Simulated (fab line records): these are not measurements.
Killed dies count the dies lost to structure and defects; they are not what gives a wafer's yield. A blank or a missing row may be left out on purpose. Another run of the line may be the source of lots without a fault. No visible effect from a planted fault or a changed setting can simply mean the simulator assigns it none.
The tool behind it: which one? ; flow nand-harc ; 11 lots with 33 wafers sampled at 4 steps, on a route of 1302 steps

== WHAT EACH GAUGE READ, for each wafer ==
NHARC_A_M0_CD_MEAS_09 targets a cd of 80 nm.
lot;measured;on;cd-nm (nm)
L810;day 23 10:22;cd-sem-02;79.9 79.8 80.3
L809;day 23 11:13;cd-sem-03;79.9 80.3 80.6
L813;day 24 13:25;cd-sem-03;79.8 80.1 79.5
L815;day 25 07:04;cd-sem-02;79.6 78.8 79.2
L820;day 26 20:25;cd-sem-01;80.0 78.7 79.7
L819;day 27 02:28;cd-sem-02;79.8 78.7 80.3
L822;day 28 14:15;cd-sem-03;83.6 83.1 83.8
L828;day 31 03:37;cd-sem-02;80.8 80.7 80.1
L829;day 31 05:17;cd-sem-01;81.0 80.7 79.9
L830;day 31 14:54;cd-sem-01;80.9 80.3 80.2
L831;day 32 05:11;cd-sem-01;80.1 80.1 81.3

== EACH LOT AND THE TOOL THAT RAN IT (in order: tool; ch and the chambers of the sampled wafers; start) ==
lot;NHARC_A_BLC_ETCH_17;NHARC_A_BLC_CMP_25;NHARC_A_M0_PEB_07
L810;rie-diel-09 ch 0,1,2, day 23 09:04 or earlier;cmp-03 ch 0,1,2, day 23 09:04;litho-track-01 ch 0, day 23 10:17
L809;rie-diel-03 ch 0,1,2, day 23 09:56 or earlier;cmp-03 ch 0,1,3, day 23 09:56;litho-track-04 ch 0, day 23 11:08
L813;rie-diel-03 ch 0,1,3, day 24 12:15 or earlier;cmp-01 ch 1,2,3, day 24 12:15;litho-track-04 ch 0, day 24 13:19
L815;rie-diel-03 ch 1,2, day 25 05:53 or earlier;cmp-03 ch 0,1, day 25 05:53;litho-track-01 ch 0, day 25 06:59
L820;rie-diel-09 ch 0,2,3, day 26 19:14 or earlier;cmp-03 ch 2,3, day 26 19:14;litho-track-01 ch 0, day 26 20:20
L819;rie-diel-09 ch 2,3, day 27 01:16 or earlier;cmp-01 ch 2,3, day 27 01:16;litho-track-04 ch 0, day 27 02:23
L822;rie-diel-09 ch 1,2,3, day 28 12:59 or earlier;cmp-02 ch 2,3, day 28 12:59;litho-track-04 ch 0, day 28 14:10
L828;rie-diel-03 ch 0,2,3, day 31 02:18 or earlier;cmp-02 ch 0,1,2, day 31 02:18;litho-track-01 ch 0, day 31 03:32
L829;rie-diel-03 ch 0,1,2, day 31 04:07 or earlier;cmp-01 ch 1,2,3, day 31 04:07;litho-track-01 ch 0, day 31 05:13
L830;rie-diel-09 ch 0,1,2, day 31 13:36 or earlier;cmp-02 ch 2,3, day 31 13:36;litho-track-01 ch 0, day 31 14:49
L831;rie-diel-03 ch 1,2,3, day 32 04:00 or earlier;cmp-03 ch 0,3, day 32 04:00;litho-track-06 ch 0, day 32 05:06
- NHARC_A_BLC_ETCH_17: etches the open film in N2/H2, target depth 390 nm, time 609.38 s.
- NHARC_A_BLC_CMP_25: polishes, t overpolish 30 s, target thk 150 nm.
- NHARC_A_M0_PEB_07: peb time 65 s.

== THE ANSWER, worked out from the rows above alone ==
Rule: usual is defined by the lots themselves. The widest of any qualifying gaps counts: lots, ordered by their means at a reading, are off when they make up no more than a third of the lots, leave a main group of 4 or more, and stand apart from it by 3 or more times the standard deviation of that group's means. The tables above print the reading to a certain number of digits; a main group whose means all agree to those digits is not used. Also off: a lot with no number at a reading for which 4 or more lots have one. All remaining lots with rows at the step are treated as sound.
Off: L822, at NHARC_A_M0_CD_MEAS_09 (cd-nm). Main group: mean 80.0 nm, sd 0.47.
If a tool, at a process step before that reading, ran all the lots that are off and no sound lot after the first of them, it fits. The gauges at NHARC_A_M0_CD_MEAS_09 are tried like those tools. Because NHARC_A_BLC_ETCH_17 lacks a start for some lots, the hours and order of its lots are taken from NHARC_A_BLC_CMP_25. 2 tools fit, litho-track-04 at NHARC_A_M0_PEB_07 and cd-sem-03 at NHARC_A_M0_CD_MEAS_09, so this cannot tell which one it is.

== WHAT THE SIMULATOR HAD PUT IN ==
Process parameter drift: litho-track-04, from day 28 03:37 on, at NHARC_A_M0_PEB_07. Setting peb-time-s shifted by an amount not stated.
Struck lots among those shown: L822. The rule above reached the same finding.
